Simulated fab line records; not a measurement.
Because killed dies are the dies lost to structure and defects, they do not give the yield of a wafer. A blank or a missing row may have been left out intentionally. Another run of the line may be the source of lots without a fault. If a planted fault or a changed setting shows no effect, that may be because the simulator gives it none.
What tool caused it?	flow nandHarc	18 wafers from 6 lots sampled at 3 of the route's 1302 steps

WHAT THE GAUGES READ, wafer by wafer
NHARC_A_ONON_D2_THK_MEAS_11: measures by ellipsometry.
lot	measured	on	thkNm (nm)
L150	day 12 19:42	filmMetro-01	1012 1012 1012
L153	day 14 13:19	filmMetro-02	998 998 998
L157	day 15 17:43	filmMetro-01	1457 1454 1453 1454 1452 1455
L159	day 16 20:07	filmMetro-01	1468 1467 1467 1466 1467 1468
L166	day 19 11:38	filmMetro-01	1011 1010 1009
L168	day 20 14:36	filmMetro-01	999 1000 1001

EACH LOT AND THE TOOL THAT RAN IT (in order: tool; ch and the chambers of the sampled wafers; start)
lot	NHARC_A_DECK1_JOINT_ETCHBACK_07	NHARC_A_ONON_D2_DEP_09
L150	rieSi-05 ch 0,2,3, day 11 06:16	pecvdOnon-03 ch 0, day 12 19:11
L153	rieSi-01 ch 1,2, day 12 20:19	pecvdOnon-02 ch 0, day 14 12:58
L157	rieSi-05 ch 0,1,2, day 14 03:56	pecvdOnon-02 ch 0, day 15 17:16
L159	rieSi-05 ch 1,2,3, day 15 04:11	pecvdOnon-02 ch 0, day 16 19:37
L166	rieSi-03 ch 1,3, day 18 00:02	pecvdOnon-04 ch 0, day 19 11:05
L168	rieSi-05 ch 1,2,3, day 18 14:00	pecvdOnon-02 ch 0, day 20 14:13
- NHARC_A_DECK1_JOINT_ETCHBACK_07: etches the open film in HBr, target depth 105 nm, time 26.9 s.
- NHARC_A_ONON_D2_DEP_09: target thk 1000 nm.

THE ANSWER, worked out from the rows above alone
Rule: what is usual is taken from the lots themselves. Put in order of their means at a reading, lots are off if they are a third of the lots or fewer, leave a main group of 4 or more, and stand apart from it by a gap of 3 or more times the standard deviation of the main group's means; of several such gaps the widest counts. A main group whose means are all the same, to the digits that the tables above print for the reading, isn't used. Also off: a lot with no number at a reading for which 4 or more lots have one. The other lots that the step has rows for count as sound.
Off, at NHARC_A_ONON_D2_THK_MEAS_11 on thkNm: L157, L159. Mean 1005 nm and standard deviation 6.1 in the main group.
If a tool, at a process step before that reading, ran all the lots that are off and no sound lot after the first of them, it fits. Those tools and the gauges at NHARC_A_ONON_D2_THK_MEAS_11 are tried in the same way. Of those tried, none fits.

WHAT THE SIMULATOR HAD PUT IN
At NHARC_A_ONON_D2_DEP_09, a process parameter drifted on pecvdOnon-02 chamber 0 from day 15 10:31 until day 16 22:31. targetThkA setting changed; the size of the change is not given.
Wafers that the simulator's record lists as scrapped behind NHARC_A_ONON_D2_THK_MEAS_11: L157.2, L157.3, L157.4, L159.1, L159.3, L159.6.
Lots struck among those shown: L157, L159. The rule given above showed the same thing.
